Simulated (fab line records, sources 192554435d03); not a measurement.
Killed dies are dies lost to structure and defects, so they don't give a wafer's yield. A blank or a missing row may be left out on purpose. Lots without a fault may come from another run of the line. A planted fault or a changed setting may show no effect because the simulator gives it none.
fab line records | flow n5_finfet
record lots=5 wafers=15 last_day=17
route steps=1938 shown BEOL_M13@1673
lots that met no fault: from a run of the same line without faults
start_h: hours from the record's first day to the start of the lot's first wafer shown | wait_h: hours since the lot's step before | " the same as in the row above | L1.1+2: a row that stands for several wafers | - no value, or no start given | * or withheld: withheld | < > ~ a bound
route shown NAME@n: a module of which the file shows steps, and the number in the route of the first | usual: mean/standard deviation of fault-free wafers | same: alike in all rows | chamber/n: place in a boat | sites: the reading at each site | _std_site: their standard deviation | _edge_site: outer sites' mean less inner sites' | radius_mm: how far each site lies from the wafer's centre | mask NAME#n: copy n | behind: the tool/chamber that last shaped the wafer | hold: why the lot was held/for how many hours/how that ended | device: the transistor (n, p or np) that didn't switch | end of line: the same wafers' tests at the end of the route | a step without rows: its recipe alone | killed: dies lost to structure and defects at the first sort, not the wafer's yield | map: a wafer's dies, x killed, . not, _ none there
set.NAME: the setting as run; set.NAME@STEP: as run at that earlier step | model.NAME: the simulator's own value behind a step, which no gauge read
lots at some steps of the route; a table a step, a row a wafer
services: from which hour (start_h, from the record's first day; less than 0 if before it) a tool's chamber was out of use, for how many hours, and why
## steps
# step N5_BEOL_M13_ETCH_59
# recipe chemistry=N2/H2 target=BARC target_depth_a=890 overetch_a=267 time_s=67.9 ion_energy_ev=200 pressure_mtorr=30 source_w=840 bias_w=150 n2_flow_sccm=200 h2_flow_sccm=200
# usual drypump_motor_current_A=5.8/0.42 oes_product_au=0.68/0.068 rf_vpp_V=524.6/2.4 showerhead_plenum_p_Torr=2.57/0.083 throttle_valve_pct=18.00/0.23
# columns lot.wafer tool chamber start_h wait_h drypump_motor_current_A oes_product_au rf_hours_counter_h rf_vpp_V showerhead_plenum_p_Torr throttle_valve_pct
L075.1 rie_diel-05 2 244.11 0.0 5.1 0.72 62 521.3 2.49 18.18
L075.3 " 1 " " 5.4 0.65 156 521.0 2.42 17.77
L075.4 " 3 " " 5.1 0.78 15 529.0 2.72 17.81
L083.2 rie_diel-06 2 302.96 0.0 5.4 0.76 20 529.1 2.69 17.67
L083.3 " 3 " " 6.0 0.68 124 521.9 2.46 17.99
L083.6 " 1 " " 6.4 0.63 - 525.5 2.65 18.54
L093.1 rie_diel-03 3 354.23 0.0 5.6 0.58 235 524.4 2.50 17.99
L093.2 " 2 " " 6.1 0.80 11 525.2 2.60 17.78
L093.4 " 1 " " 6.1 0.60 220 521.5 2.51 17.98
L092.1 rie_diel-03 2 357.10 0.0 6.1 0.80 12 524.7 2.60 17.80
L092.3 " 1 " " 6.1 0.60 221 522.3 2.51 17.97
L092.6 " 2 " " 6.2 0.80 - 525.4 2.60 17.79
L096.1 rie_diel-03 0 375.93 0.0 5.9 0.64 155 522.9 2.55 18.08
L096.3 " 1 " " 6.1 0.60 227 521.3 2.50 17.99
L096.6 " 0 " " 5.9 0.65 - 523.6 2.55 18.07
# step N5_BEOL_M13_VIA_ETCH_16
# recipe chemistry=C4F8/O2/Ar target=SiOC pressure_mtorr=30 source_w=3000 bias_w=700 Ar_flow_sccm=400 C4F8_flow_sccm=15 O2_flow_sccm=8 he_inner_torr=15 he_outer_torr=30 target_depth_a=9217 time_s=withheld ion_energy_ev=250 ends=cleared
# usual drypump_motor_current_A=5.8/0.42 oes_product_au=0.72/0.079 rf_vpp_V=666/3 showerhead_plenum_p_Torr=3.45/0.1 throttle_valve_pct=24.35/0.16
# columns lot.wafer tool chamber start_h wait_h drypump_motor_current_A oes_product_au rf_vpp_V showerhead_plenum_p_Torr throttle_valve_pct
L075.1 rie_diel-05 2 244.16 0.0 5.1 0.75 662 3.34 24.44
L075.3 " 1 " " 5.3 0.68 661 3.26 24.04
L075.4 " 3 " " 5.2 0.85 672 3.61 24.07
L083.2 rie_diel-06 2 303.01 0.0 5.5 0.82 672 3.64 24.18
L083.3 " 3 " " 5.9 0.72 661 3.32 24.38
L083.6 " 1 " " 6.4 0.67 668 3.52 24.66
L093.1 rie_diel-03 3 354.28 0.0 5.6 0.63 664 3.38 24.37
L093.2 " 2 " " 6.1 0.87 668 3.48 24.17
L093.4 " 1 " " 6.1 0.63 663 3.41 24.44
L092.1 rie_diel-03 2 357.15 0.0 6.1 0.85 669 3.48 24.16
L092.3 " 1 " " 6.1 0.63 664 3.41 24.43
L092.6 " 2 " " 6.1 0.85 667 3.48 24.16
L096.1 rie_diel-03 0 375.98 0.0 5.9 0.67 666 3.43 24.42
L096.3 " 1 " " 6.1 0.63 663 3.41 24.43
L096.6 " 0 " " 5.9 0.67 666 3.43 24.42
# step N5_BEOL_M13_STRIP_63
# recipe chemistry=N2/H2 power_w=1000 temp_c=250 h2_frac=0.65 overash_fraction=0.3 pressure_mtorr=1000 n2_flow_sccm=1750 h2_flow_sccm=3250
# usual drypump_motor_current_A=5.34/0.27 heater_power_w=355/15 oes_product_au=0.674/0.0045 strip_time_to_endpoint_s=27.7/0.96
# columns lot.wafer tool chamber start_h wait_h drypump_motor_current_A heater_power_w oes_product_au rf_hours_counter_h strip_time_to_endpoint_s
L075.1 plasma_asher-02 0 244.39 - 4.98 355 0.672 109 27.1
L075.3 " 1 " " 5.14 369 0.667 - 27.5
L075.4 " 0 " " 4.97 351 0.673 - 27.1
L083.2 plasma_asher-01 1 303.25 - 5.68 364 0.674 83 26.8
L083.3 " 0 " " 5.48 338 0.678 - 27.4
L083.6 " 0 " " 5.48 340 0.668 - 27.5
L093.1 plasma_asher-02 0 354.52 - 4.99 351 0.674 130 29.2
L093.2 " 1 " " 5.16 376 0.678 130 27.4
L093.4 " 0 " " 5.01 355 0.670 - 27.0
L092.1 plasma_asher-02 1 357.39 - 5.14 370 0.670 131 27.7
L092.3 " 1 " " 5.16 374 0.676 - 27.6
L092.6 " 0 " " 4.95 356 0.680 - 25.9
L096.1 plasma_asher-01 1 376.22 - 5.71 362 0.674 98 28.1
L096.3 " 0 " " 5.48 334 0.671 - 29.4
L096.6 " 0 " " 5.47 326 0.682 - 26.4
# step N5_BEOL_M13_STRIP_64
# recipe chemistry=N2/H2 power_w=1000 temp_c=250 h2_frac=0.65 overash_fraction=0.3 pressure_mtorr=withheld n2_flow_sccm=1750 h2_flow_sccm=3250
# usual drypump_motor_current_A=5.34/0.27 heater_power_w=354/15 oes_product_au=0.714/0.0041 strip_time_to_endpoint_s=31.29/0.076
# columns lot.wafer tool chamber start_h wait_h drypump_motor_current_A heater_power_w oes_product_au rf_hours_counter_h strip_time_to_endpoint_s
L075.1 plasma_asher-02 0 244.45 0.0 4.98 348 0.717 109 31.28
L075.3 " 1 " " 5.15 368 0.722 - 31.30
L075.4 " 0 " " 4.96 354 0.718 - 31.32
L083.2 plasma_asher-01 1 303.31 0.0 5.69 352 0.721 83 31.31
L083.3 " 0 " " 5.46 341 0.717 - 31.28
L083.6 " 0 " " 5.49 330 0.713 - 31.24
L093.1 plasma_asher-02 0 354.58 0.0 4.96 344 0.716 130 31.18
L093.2 " 1 " " 5.16 371 0.708 130 31.26
L093.4 " 0 " " 4.98 352 0.711 - 31.30
L092.1 plasma_asher-02 1 357.45 0.0 5.15 379 0.716 131 31.25
L092.3 " 1 " " 5.15 377 0.718 - 31.23
L092.6 " 0 " " 4.98 351 0.714 - 31.23
L096.1 plasma_asher-01 1 376.28 0.0 5.66 371 0.720 98 31.31
L096.3 " 0 " " 5.46 333 0.714 - 31.22
L096.6 " 0 " " 5.46 346 0.715 - 31.33
# step N5_BEOL_M13_STRIP_71
# recipe chemistry=post_etch_residue_remover time_s=60 temp_c=25 remover_ph=withheld remover_water_wt_pct=withheld remover_fluoride_wt_pct=withheld
# columns lot.wafer tool chamber start_h wait_h
L075.1+3+4 wet_bench-01 4,5,0 244.54 0.1
L083.2+3+6 wet_bench-04 4,2,7 303.40 0.1
L093.1+2+4 wet_bench-04 0,3,1 354.66 0.1
L092.1+3+6 wet_bench-01 3,1,0 357.54 0.1
L096.1+3+6 wet_bench-02 6,7,2 376.37 0.1
# step N5_BEOL_M13_SRD_72
# recipe time_s=30 temp_c=23 rinse_liquid=diw dry=n2_spin spin_rpm=1500 dry_time_s=30
# columns lot.wafer tool chamber start_h wait_h
L075.1+3+4 wet_bench-01 4,5,0 244.56 0.0
L083.2+3+6 wet_bench-04 4,2,7 303.42 0.0
L093.1+2+4 wet_bench-04 0,3,1 354.68 0.0
L092.1+3+6 wet_bench-01 3,1,0 357.55 0.0
L096.1+3+6 wet_bench-02 6,7,2 376.39 0.0
# step N5_BEOL_M13_CD_MEAS_17
# recipe target_cd_nm=190 polarity=opening
# usual cd_nm=190.5/1.4
# columns lot.wafer tool chamber start_h wait_h cd_nm
L075.1 cd_sem-03 - 244.60 0.0 192.7
L075.3 " - " " 189.3
L075.4 " - " " 190.5
L083.2 cd_sem-03 - 303.46 0.0 192.3
L083.3 " - " " 190.6
L083.6 " - " " 192.3
L093.1 cd_sem-02 - 354.72 0.0 190.6
L093.2 " - " " 189.1
L093.4 " - " " 190.6
L092.1 cd_sem-03 - 357.59 0.0 191.1
L092.3 " - " " 192.7
L092.6 " - " " 190.4
L096.1 cd_sem-02 - 376.43 0.0 194.7
L096.3 " - " " 192.2
L096.6 " - " " 193.1
# step N5_BEOL_M13_COAT_65
# recipe resist=SOC temp_c=250 time_s=60 spin_rpm=1500 resist_thk_nm=350
# usual chill_plate_temp_C=23.01/0.11 plate_temp_C=250.04/0.2
# columns lot.wafer tool chamber start_h wait_h chill_plate_temp_C plate_temp_C
L075.1 litho_track-02 0 244.64 0.0 23.12 250.17
L075.3 " 0 " " 23.05 249.70
L075.4 " 0 " " 22.89 250.07
L083.2 litho_track-01 0 303.49 0.0 23.10 250.06
L083.3 " 0 " " 23.01 249.62
L083.6 " 0 " " 23.07 249.91
L093.1 litho_track-01 0 354.76 0.0 23.17 250.05
L093.2 " 0 " " 23.12 250.09
L093.4 " 0 " " 23.13 249.93
L092.1 litho_track-02 0 357.63 0.0 23.01 250.23
L092.3 " 0 " " 22.91 250.39
L092.6 " 0 " " 22.92 250.22
L096.1 litho_track-03 0 376.46 0.0 23.19 250.06
L096.3 " 0 " " 23.14 249.89
L096.6 " 0 " " 23.06 249.94
# step N5_BEOL_M13_COAT_66
# recipe resist=SiARC temp_c=220 time_s=60 spin_rpm=1500 resist_thk_nm=110
# usual chill_plate_temp_C=22.99/0.1 plate_temp_C=219.99/0.16
# columns lot.wafer tool chamber start_h wait_h chill_plate_temp_C plate_temp_C
L075.1 litho_track-02 0 - - 22.86 220.15
L075.3 " 0 " " 23.07 220.03
L075.4 " 0 " " 22.93 220.04
L083.2 litho_track-01 0 - - 22.82 220.08
L083.3 " 0 " " 22.78 219.91
L083.6 " 0 " " 22.92 219.88
L093.1 litho_track-01 0 - - 22.89 220.09
L093.2 " 0 " " 23.08 220.06
L093.4 " 0 " " 22.91 219.78
L092.1 litho_track-02 0 - - 22.95 220.13
L092.3 " 0 " " 23.11 219.93
L092.6 " 0 " " 23.03 220.01
L096.1 litho_track-03 0 - - 22.97 220.12
L096.3 " 0 " " 22.72 220.14
L096.6 " 0 " " 22.96 220.12
# step N5_BEOL_M13_COAT_22
# recipe spin_rpm=2888 resist_thk_nm=300
# usual chill_plate_temp_C=23.00/0.11
# columns lot.wafer tool chamber start_h wait_h chill_plate_temp_C
L075.1 litho_track-02 0 - - 22.71
L075.3 " 0 " " 22.98
L075.4 " 0 " " 22.81
L083.2 litho_track-01 0 - - 23.11
L083.3 " 0 " " 23.09
L083.6 " 0 " " 22.92
L093.1 litho_track-01 0 - - 22.92
L093.2 " 0 " " 23.10
L093.4 " 0 " " 23.01
L092.1 litho_track-02 0 - - 22.94
L092.3 " 0 " " 23.10
L092.6 " 0 " " 22.97
L096.1 litho_track-03 0 - - 23.04
L096.3 " 0 " " 23.05
L096.6 " 0 " " 23.11
# step N5_BEOL_M13_EBR_24
# recipe solvent=PGMEA ebr_width_mm=1.5
# usual chill_plate_temp_C=22.99/0.094
# columns lot.wafer tool chamber start_h wait_h chill_plate_temp_C
L075.1 litho_track-02 0 - - 22.90
L075.3 " 0 " " 22.96
L075.4 " 0 " " 22.90
L083.2 litho_track-01 0 - - 22.76
L083.3 " 0 " " 22.98
L083.6 " 0 " " 22.81
L093.1 litho_track-01 0 - - 23.04
L093.2 " 0 " " 23.11
L093.4 " 0 " " 23.08
L092.1 litho_track-02 0 - - 22.96
L092.3 " 0 " " 22.95
L092.6 " 0 " " 22.84
L096.1 litho_track-03 0 - - 23.06
L096.3 " 0 " " 22.98
L096.6 " 0 " " 22.97
# step N5_BEOL_M13_SOFTBAKE_23
# recipe temp_c=130 time_s=60
# usual chill_plate_temp_C=22.99/0.097 plate_temp_C=129.99/0.15
# columns lot.wafer tool chamber start_h wait_h chill_plate_temp_C plate_temp_C
L075.1 litho_track-02 0 - - 22.89 130.31
L075.3 " 0 " " 23.07 130.25
L075.4 " 0 " " 23.00 130.15
L083.2 litho_track-01 0 - - 23.21 129.92
L083.3 " 0 " " 23.04 129.95
L083.6 " 0 " " 23.07 129.89
L093.1 litho_track-01 0 - - 23.09 129.70
L093.2 " 0 " " 22.98 129.92
L093.4 " 0 " " 22.94 130.27
L092.1 litho_track-02 0 - - 22.91 130.33
L092.3 " 0 " " 22.95 130.02
L092.6 " 0 " " 23.05 130.02
L096.1 litho_track-03 0 - - 22.96 130.11
L096.3 " 0 " " 22.92 129.83
L096.6 " 0 " " 23.02 129.93
# step N5_BEOL_M13_EXPOSE_25
# recipe mask_id=M13 na=0.93 source_shape=conventional sigma_outer=0.4 polarization=unpolarized target_cd_nm=210 dose_mj=22
# usual stage_vel_mm_s=500.06/0.24
# columns lot.wafer tool chamber start_h wait_h mask stage_vel_mm_s
L075.1 krf_scanner-02 0 244.75 - M13#0 500.36
L075.3 " 0 " " M13#0 500.11
L075.4 " 0 " " M13#0 500.08
L083.2 krf_scanner-02 0 303.62 - M13#0 500.20
L083.3 " 0 " " M13#0 500.18
L083.6 " 0 " " M13#0 500.32
L093.1 krf_scanner-02 0 354.88 - M13#0 500.22
L093.2 " 0 " " M13#0 500.16
L093.4 " 0 " " M13#0 500.34
L092.1 krf_scanner-02 0 357.75 - M13#0 500.01
L092.3 " 0 " " M13#0 500.30
L092.6 " 0 " " M13#0 500.03
L096.1 krf_scanner-01 0 376.58 - M13#0 499.70
L096.3 " 0 " " M13#0 499.93
L096.6 " 0 " " M13#0 499.56
# step N5_BEOL_M13_PEB_26
# recipe peb_temp_c=130 peb_time_s=90
# usual chill_plate_temp_C=22.99/0.11 plate_temp_C=130.00/0.15
# columns lot.wafer tool chamber start_h wait_h chill_plate_temp_C plate_temp_C
L075.1 litho_track-02 0 244.81 0.1 23.08 129.84
L075.3 " 0 " " 23.02 129.89
L075.4 " 0 " " 22.99 129.84
L083.2 litho_track-03 0 303.67 0.0 22.81 129.79
L083.3 " 0 " " 23.00 129.70
L083.6 " 0 " " 22.94 129.88
L093.1 litho_track-01 0 354.93 0.1 22.88 130.26
L093.2 " 0 " " 22.91 130.13
L093.4 " 0 " " 22.80 130.35
L092.1 litho_track-02 0 357.81 0.1 23.11 129.83
L092.3 " 0 " " 23.01 129.80
L092.6 " 0 " " 23.18 129.85
L096.1 litho_track-01 0 376.64 0.1 23.32 130.01
L096.3 " 0 " " 23.36 130.09
L096.6 " 0 " " 23.23 129.98
# step N5_BEOL_M13_DEVELOP_27
# recipe develop_time_s=45 rinse_liquid=diw dry=air_spin dev_temp_c=21
# usual chill_plate_temp_C=23.00/0.11
# columns lot.wafer tool chamber start_h wait_h chill_plate_temp_C
L075.1 litho_track-02 0 - - 22.96
L075.3 " 0 " " 22.86
L075.4 " 0 " " 22.76
L083.2 litho_track-03 0 - - 23.06
L083.3 " 0 " " 22.95
L083.6 " 0 " " 22.96
L093.1 litho_track-01 0 - - 23.06
L093.2 " 0 " " 23.03
L093.4 " 0 " " 23.21
L092.1 litho_track-02 0 - - 23.17
L092.3 " 0 " " 22.97
L092.6 " 0 " " 22.85
L096.1 litho_track-01 0 - - 23.02
L096.3 " 0 " " 22.91
L096.6 " 0 " " 22.94
# step N5_BEOL_M13_HARDBAKE_32
# recipe temp_c=130 time_s=120
# usual chill_plate_temp_C=23.01/0.11 plate_temp_C=130.01/0.13
# columns lot.wafer tool chamber start_h wait_h chill_plate_temp_C plate_temp_C
L075.1 litho_track-02 0 - - 23.05 130.00
L075.3 " 0 " " 23.06 130.03
L075.4 " 0 " " 23.23 130.14
L083.2 litho_track-03 0 - - 23.20 130.04
L083.3 " 0 " " 23.14 130.21
L083.6 " 0 " " 22.97 130.00
L093.1 litho_track-01 0 - - 23.09 129.91
L093.2 " 0 " " 23.12 129.90
L093.4 " 0 " " 23.00 129.91
L092.1 litho_track-02 0 - - 23.12 130.01
L092.3 " 0 " " 22.96 130.19
L092.6 " 0 " " 22.94 130.01
L096.1 litho_track-01 0 - - 22.81 130.00
L096.3 " 0 " " 23.15 129.82
L096.6 " 0 " " 23.04 129.98
# step N5_BEOL_M13_CD_MEAS_28
# recipe target_cd_nm=209.5 landing_energy_ev=500 detector=se_inlens
# usual cd_nm=209.4/1
# columns lot.wafer tool chamber start_h wait_h cd_nm
L075.1 cd_sem-02 0 244.93 - 207.9
L075.3 " 0 " " 208.4
L075.4 " 0 " " 209.7
L083.2 cd_sem-01 0 303.78 - 207.4
L083.3 " 0 " " 208.5
L083.6 " 0 " " 207.4
L093.1 cd_sem-03 0 355.05 - 210.6
L093.2 " 0 " " 209.8
L093.4 " 0 " " 209.8
L092.1 cd_sem-01 0 357.92 - 209.5
L092.3 " 0 " " 209.2
L092.6 " 0 " " 210.6
L096.1 cd_sem-01 0 376.75 - 209.9
L096.3 " 0 " " 209.9
L096.6 " 0 " " 211.2
# step N5_BEOL_M13_OVL_MEAS_29
# recipe points_per_wafer=44
# usual M13_OVL=-3/5.4
# columns lot.wafer tool chamber start_h wait_h M13_OVL[nm]
L075.1 overlay-02 0 244.96 0.0 -1
L075.3 " 0 " " -2
L075.4 " 0 " " 1
L083.2 overlay-01 0 303.81 0.0 -5
L083.3 " 0 " " 3
L083.6 " 0 " " 4
L093.1 overlay-02 0 355.08 0.0 -3
L093.2 " 0 " " -16
L093.4 " 0 " " -9
L092.1 overlay-01 0 357.95 0.0 -5
L092.3 " 0 " " -4
L092.6 " 0 " " -2
L096.1 overlay-02 0 376.78 0.0 -3
L096.3 " 0 " " -1
L096.6 " 0 " " -4
# step N5_BEOL_M13_INSPECT_30
# recipe mode=adi inspect_instrument=macro
# usual raw_defect_count=2.0/1.4
# columns lot.wafer tool chamber start_h wait_h raw_defect_count
L075.1 defect_inspect-01 - 244.98 0.0 1
L075.3 " - " " 0
L075.4 " - " " 5
L083.2 defect_inspect-02 - 303.84 0.0 3
L083.3 " - " " 3
L083.6 " - " " 1
L093.1 defect_inspect-02 - 355.10 0.0 2
L093.2 " - " " 3
L093.4 " - " " 3
L092.1 defect_inspect-01 - 357.97 0.0 2
L092.3 " - " " 2
L092.6 " - " " 0
L096.1 defect_inspect-02 - 376.81 0.0 4
L096.3 " - " " 3
L096.6 " - " " 3
# step N5_BEOL_M13_DESCUM_33
# recipe chemistry=O2 time_s=7.9 source_power_w=50 bias_power_w=20 pressure_mtorr=20 rf_frequency_hz=2.712e+07 temp_c=40 o2_flow_sccm=225
# usual bias_power_w=20.00/0.067 drypump_motor_current_A=5.8/0.44 oes_product_au=0.80/0.088 rf_vpp_V=243.4/1.3 showerhead_plenum_p_Torr=2.11/0.072 throttle_valve_pct=20.53/0.19
# columns lot.wafer tool chamber start_h wait_h bias_power_w drypump_motor_current_A oes_product_au rf_hours_counter_h rf_vpp_V showerhead_plenum_p_Torr throttle_valve_pct
L075.1 rie_diel-03 1 245.02 0.0 20.01 6.1 0.73 183 241.9 2.09 20.50
L075.3 " 2 " " 20.04 6.1 0.70 235 243.8 2.16 20.77
L075.4 " 3 " " 20.06 5.6 0.71 197 242.4 2.06 20.44
L083.2 rie_diel-03 3 305.12 1.3 19.89 5.6 0.71 214 243.4 2.06 20.50
L083.3 " 0 " " 20.08 5.9 0.78 127 242.9 2.13 20.74
L083.6 " 1 " " 20.03 6.1 0.72 - 242.7 2.09 20.53
L093.1 rie_diel-03 3 355.14 0.0 19.96 5.7 0.69 235 242.0 2.05 20.51
L093.2 " 0 " " 20.09 5.9 0.75 148 243.3 2.12 20.78
L093.4 " 2 " " 20.14 6.1 0.95 11 243.3 2.15 20.49
L092.1 rie_diel-06 1 358.07 0.1 20.01 6.3 0.72 219 246.1 2.16 20.96
L092.3 " 0 " " 20.05 5.8 0.87 52 244.4 2.12 20.58
L092.6 " 3 " " 19.86 5.9 0.79 - 242.4 2.00 20.47
L096.1 rie_diel-05 2 376.84 0.0 20.02 5.0 0.81 84 243.5 2.03 20.65
L096.3 " 3 " " 19.96 5.1 0.87 50 244.5 2.21 20.34
L096.6 " 3 " " 20.00 5.1 0.87 - 245.6 2.21 20.34
# step N5_BEOL_M13_ETCH_67
# recipe chemistry=CF4 target=SiARC target_depth_a=1430 time_s=238.3 ion_energy_ev=80 pressure_mtorr=40 source_w=545 bias_w=36 Ar_flow_sccm=100 cf4_flow_sccm=100 ends=cleared
# usual drypump_motor_current_A=5.8/0.44 etch_rf_on_time_s=239/5.7 oes_product_au=0.68/0.074 rf_vpp_V=184.3/1.1 showerhead_plenum_p_Torr=2.16/0.067 throttle_valve_pct=15.71/0.16
# columns lot.wafer tool chamber start_h wait_h drypump_motor_current_A etch_rf_on_time_s oes_product_au rf_hours_counter_h rf_vpp_V showerhead_plenum_p_Torr throttle_valve_pct
L075.1 rie_diel-03 1 245.06 0.0 6.1 241 0.63 183 183.2 2.14 15.71
L075.3 " 2 " " 6.1 247 0.60 235 186.1 2.20 15.96
L075.4 " 3 " " 5.6 239 0.61 197 184.3 2.14 15.83
L083.2 rie_diel-03 3 305.16 0.0 5.6 242 0.60 214 184.0 2.13 15.84
L083.3 " 0 " " 5.9 238 0.66 127 184.2 2.16 15.70
L083.6 " 1 " " 6.1 244 0.61 - 182.4 2.13 15.76
L093.1 rie_diel-03 3 355.17 0.0 5.6 240 0.59 235 182.1 2.12 15.89
L093.2 " 0 " " 5.9 241 0.64 148 184.7 2.15 15.74
L093.4 " 2 " " 6.1 235 0.81 11 184.9 2.19 15.54
L092.1 rie_diel-06 1 358.11 0.0 6.3 245 0.60 219 184.6 2.20 16.04
L092.3 " 0 " " 5.8 241 0.73 52 183.4 2.18 15.82
L092.6 " 3 " " 5.9 251 0.65 - 182.3 2.07 15.80
L096.1 rie_diel-05 2 376.88 0.0 5.1 228 0.71 84 183.6 2.08 15.74
L096.3 " 3 " " 5.1 235 0.73 50 185.9 2.26 15.51
L096.6 " 3 " " 5.1 234 0.74 - 186.8 2.26 15.52
# step N5_BEOL_M13_ETCH_68
# recipe chemistry=N2/H2 target=SOC mask_material=SiARC source_w=3000 bias_w=350 temp_c=40 time_s=355 ion_energy_ev=200 pressure_mtorr=30 n2_flow_sccm=200 h2_flow_sccm=200
# usual drypump_motor_current_A=5.8/0.44 oes_product_au=0.80/0.087 rf_vpp_V=524.6/2.4 showerhead_plenum_p_Torr=2.57/0.084 throttle_valve_pct=17.88/0.22
# columns lot.wafer tool chamber start_h wait_h drypump_motor_current_A oes_product_au rf_hours_counter_h rf_vpp_V showerhead_plenum_p_Torr throttle_valve_pct
L075.1 rie_diel-03 1 245.20 0.1 6.1 0.72 183 522.5 2.52 17.80
L075.3 " 2 " " 6.1 0.70 235 525.5 2.61 18.03
L075.4 " 3 " " 5.7 0.70 198 522.9 2.52 17.82
L083.2 rie_diel-03 3 305.30 0.1 5.6 0.69 214 521.8 2.51 17.86
L083.3 " 0 " " 5.9 0.77 127 523.8 2.56 17.92
L083.6 " 1 " " 6.1 0.70 - 522.8 2.51 17.84
L093.1 rie_diel-03 3 355.32 0.1 5.7 0.68 235 522.1 2.50 17.88
L093.2 " 0 " " 5.9 0.75 149 523.1 2.55 17.95
L093.4 " 2 " " 6.1 0.94 11 525.9 2.60 17.69
L092.1 rie_diel-06 1 358.25 0.1 6.4 0.72 219 527.5 2.64 18.48
L092.3 " 0 " " 5.8 0.86 52 526.8 2.58 17.94
L092.6 " 3 " " 6.0 0.78 - 522.5 2.45 17.93
L096.1 rie_diel-05 2 377.02 0.1 5.0 0.83 84 521.8 2.48 18.11
L096.3 " 3 " " 5.1 0.87 50 528.1 2.70 17.77
L096.6 " 3 " " 5.1 0.86 - 526.5 2.70 17.76
# step N5_BEOL_M13_STRIP_69
# recipe chemistry=N2/H2 temp_c=40 n2_flow_sccm=200 h2_flow_sccm=200 rf_frequency_hz=6e+07
# columns lot.wafer tool chamber start_h wait_h
L075.1+3+4 rie_diel-03 1,2,3 245.42 0.1
L083.2+3+6 rie_diel-03 3,0,1 305.52 0.1
L093.1+2+4 rie_diel-03 3,0,2 355.53 0.1
L092.1+3+6 rie_diel-06 1,0,3 358.47 0.1
L096.1+3+6 rie_diel-05 2,3,3 377.23 0.1
# step N5_BEOL_M13_TRENCH_ETCH_34
# recipe chemistry=C4F8/O2/Ar target=SiOC target_depth_a=4134.7 mask_material=SOC pressure_mtorr=30 source_w=3000 bias_w=700 Ar_flow_sccm=400 C4F8_flow_sccm=15 O2_flow_sccm=8 he_inner_torr=15 he_outer_torr=30 time_s=162.6 ion_energy_ev=250
# usual drypump_motor_current_A=5.9/0.44 oes_product_au=0.79/0.087 rf_vpp_V=666.2/3 showerhead_plenum_p_Torr=3.45/0.1 throttle_valve_pct=24.33/0.16
# columns lot.wafer tool chamber start_h wait_h drypump_motor_current_A oes_product_au rf_hours_counter_h rf_vpp_V showerhead_plenum_p_Torr throttle_valve_pct
L075.1 rie_diel-03 1 245.43 0.0 6.1 0.72 183 665.9 3.43 24.40
L075.3 " 2 " " 6.1 0.69 236 667.4 3.50 24.39
L075.4 " 3 " " 5.6 0.71 198 664.6 3.40 24.32
L083.2 rie_diel-03 3 305.53 0.0 5.7 0.70 214 663.8 3.39 24.35
L083.3 " 0 " " 5.9 0.78 128 666.7 3.45 24.40
L083.6 " 1 " " 6.1 0.70 - 665.6 3.42 24.39
L093.1 rie_diel-03 3 355.54 0.0 5.7 0.68 235 664.1 3.38 24.36
L093.2 " 0 " " 5.9 0.75 149 665.5 3.44 24.42
L093.4 " 2 " " 6.1 0.95 12 666.6 3.48 24.16
L092.1 rie_diel-06 1 358.48 0.0 6.4 0.70 219 668.5 3.51 24.68
L092.3 " 0 " " 5.8 0.84 53 666.9 3.47 24.47
L092.6 " 3 " " 5.9 0.77 - 663.8 3.31 24.40
L096.1 rie_diel-05 2 377.24 0.0 5.1 0.82 84 661.4 3.33 24.46
L096.3 " 3 " " 5.1 0.86 50 673.4 3.59 24.09
L096.6 " 3 " " 5.1 0.86 - 671.1 3.59 24.10
# step N5_BEOL_M13_STRIP_70
# recipe chemistry=C4F8/O2/Ar resist=SiARC rf_frequency_hz=6e+07
# columns lot.wafer tool chamber start_h wait_h
L075.1+3+4 rie_diel-03 1,2,3 245.56 0.1
L083.2+3+6 rie_diel-03 3,0,1 305.66 0.1
L093.1+2+4 rie_diel-03 3,0,2 355.67 0.1
L092.1+3+6 rie_diel-06 1,0,3 358.61 0.1
L096.1+3+6 rie_diel-05 2,3,3 377.38 0.1
# step N5_BEOL_M13_OCD_MEAS_35
# usual trench_depth_nm=412/7.5
# columns lot.wafer tool chamber start_h wait_h trench_depth_nm
L075.1 ocd-02 - 245.60 0.0 399
L075.3 " - " " 396
L075.4 " - " " 400
L083.2 ocd-02 - 305.70 0.0 404
L083.3 " - " " 415
L083.6 " - " " 405
L093.1 ocd-02 - 355.71 0.0 402
L093.2 " - " " 407
L093.4 " - " " 417
L092.1 ocd-02 - 358.65 0.0 398
L092.3 " - " " 413
L092.6 " - " " 405
L096.1 ocd-02 - 377.42 0.0 414
L096.3 " - " " 418
L096.6 " - " " 418
# step N5_BEOL_M13_STRIP_37
# recipe chemistry=N2/H2 power_w=1000 temp_c=250 h2_frac=0.65 overash_fraction=0.3 pressure_mtorr=withheld n2_flow_sccm=1750 h2_flow_sccm=3250
# usual drypump_motor_current_A=5.29/0.27 heater_power_w=356/15 oes_product_au=0.785/0.011
# columns lot.wafer tool chamber start_h wait_h drypump_motor_current_A heater_power_w oes_product_au rf_hours_counter_h
L075.1 plasma_asher-01 0 245.64 0.0 5.47 337 0.790 71
L075.3 " 0 " " 5.46 341 0.789 -
L075.4 " 1 " " 5.68 351 0.768 -
L083.2 plasma_asher-02 0 305.74 0.0 4.96 346 0.787 121
L083.3 " 1 " " 5.14 372 0.776 -
L083.6 " 1 " " 5.16 369 0.813 -
L093.1 plasma_asher-01 1 355.75 0.0 5.69 366 0.806 94
L093.2 " 0 " " 5.47 340 0.791 94
L093.4 " 0 " " 5.47 335 0.785 -
L092.1 plasma_asher-01 1 358.69 0.0 5.64 362 0.784 94
L092.3 " 1 " " 5.66 370 0.773 -
L092.6 " 1 " " 5.66 372 0.789 -
L096.1 plasma_asher-02 0 377.63 0.2 4.98 359 0.778 136
L096.3 " 0 " " 4.97 346 0.785 -
L096.6 " 0 " " 4.96 348 0.769 -
## services
# columns tool chamber start_h hours kind
rie_diel-06 - 230.51 0.5 repair
krf_scanner-02 - 231.70 0.1 repair
rie_diel-06 2 237.70 13.5 repair
krf_scanner-01 - 252.29 3.6 pm
krf_scanner-02 - 258.12 0.8 pm
krf_scanner-01 - 263.41 0.6 repair
krf_scanner-01 - 271.06 4.0 pm
rie_diel-03 - 272.44 14.6 pm
krf_scanner-01 - 275.08 1.0 pm
krf_scanner-02 - 282.41 1.0 pm
krf_scanner-02 - 285.32 1.3 pm
krf_scanner-01 0 291.99 - calibration
krf_scanner-01 - 292.69 78.6 repair
rie_diel-03 2 302.30 - clean
rie_diel-03 2 302.30 - consumable_replace:focus_ring
rie_diel-03 2 302.30 18.9 scheduled_down
rie_diel-03 2 302.30 18.9 vent_cycle
litho_track-01 - 309.81 - consumable_replace:filter
rie_diel-05 3 311.98 18.2 repair
rie_diel-05 2 324.13 30.9 repair
krf_scanner-02 - 328.54 3.3 repair
wet_bench-04 - 334.89 1.9 pm
krf_scanner-01 - 372.58 0.8 pm
## key
fault none
